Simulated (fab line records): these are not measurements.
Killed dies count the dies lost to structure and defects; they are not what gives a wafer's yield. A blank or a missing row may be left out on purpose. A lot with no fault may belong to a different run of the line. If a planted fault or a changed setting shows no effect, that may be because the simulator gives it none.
The tool behind it: which one? | flow nand harc | 13 lots, 39 wafers sampled, at 1 step of a route of 1302

WHAT EACH GAUGE READ, for each wafer
NHARC_A_CHANNEL_HOLE_D1_OVL_MEAS_11. Usual: overlay x nm 0.2 nm, standard deviation 0.84; overlay y nm 0.0 nm, standard deviation 0.79.
lot  | measured     | on         | overlay x nm (nm) | overlay y nm (nm) | flag
L189 | day 9 01:41  | overlay-01 | 0.2 0.0 0.3       | 0.4 0.1 0.5       |
L190 | day 9 11:27  | overlay-01 | 0.3 0.4 0.2       | 1.0 0.9 0.6       |
L191 | day 9 17:32  | overlay-01 | 1.0 0.2 -0.1      | -0.9 0.2 -0.1     |
L194 | day 10 16:19 | overlay-02 | 0.3 0.5 0.2       | 0.3 0.5 0.6       |
L193 | day 10 18:22 | overlay-01 | -2.1 -1.2 -1.6    | 0.0 0.1 0.0       |
L196 | day 11 20:11 | overlay-01 | 1.2 1.4 1.2       | 0.2 0.3 0.2       |
L195 | day 11 21:05 | overlay-02 | -1.1 -1.0 -1.0    | -0.3 -0.1 -0.3    |
L201 | day 14 12:32 | overlay-02 | 0.4 0.0 -0.7      | -0.3 -0.1 -0.4    |
L202 | day 14 12:53 | overlay-01 | -0.7 -0.6 -0.3    | 0.2 0.9 0.6       |
L206 | day 16 02:10 | overlay-01 | -0.3 -0.6 -0.7    | -0.1 -0.1 -0.4    |
L209 | day 17 05:19 | overlay-01 | 1.7 1.5 1.6       | 0.4 0.5 0.8       |
L210 | day 17 13:44 | overlay-02 | 0.7 0.2 0.3       | 1.7 1.0 1.3       |
L211 | day 18 00:52 | overlay-02 | 1.2 1.1 1.4       | 1.2 1.0 1.0       |

WHICH TOOL RAN EACH LOT (tool, then ch and the chambers of the sampled wafers, then the start)
Record: no process step prior to these readings.

WHAT THE TOOLS THEMSELVES READ (means of the sampled wafers that have a number; where no wafer has one, the mark that the record gives instead)
The record holds no such reading with a usual standard deviation.

THE ANSWER, worked out from the rows above alone
Rule: a lot counts as off when the mean over its wafers that have a number is more than 3 standard deviations away from the usual mean. Also off: a lot with no number at a reading for which 4 or more lots have one. All remaining lots with rows at the step are treated as sound. The gauges are gone through in route order, then the tools' own readings, and for those a lot's mean is taken as printed above. The first step at which some lot is off is used, and at that step the reading that is off furthest; a lot without a number counts as furthest.
Nothing can be told from this: no lot is off at any reading shown.

WHAT THE SIMULATOR PUT IN
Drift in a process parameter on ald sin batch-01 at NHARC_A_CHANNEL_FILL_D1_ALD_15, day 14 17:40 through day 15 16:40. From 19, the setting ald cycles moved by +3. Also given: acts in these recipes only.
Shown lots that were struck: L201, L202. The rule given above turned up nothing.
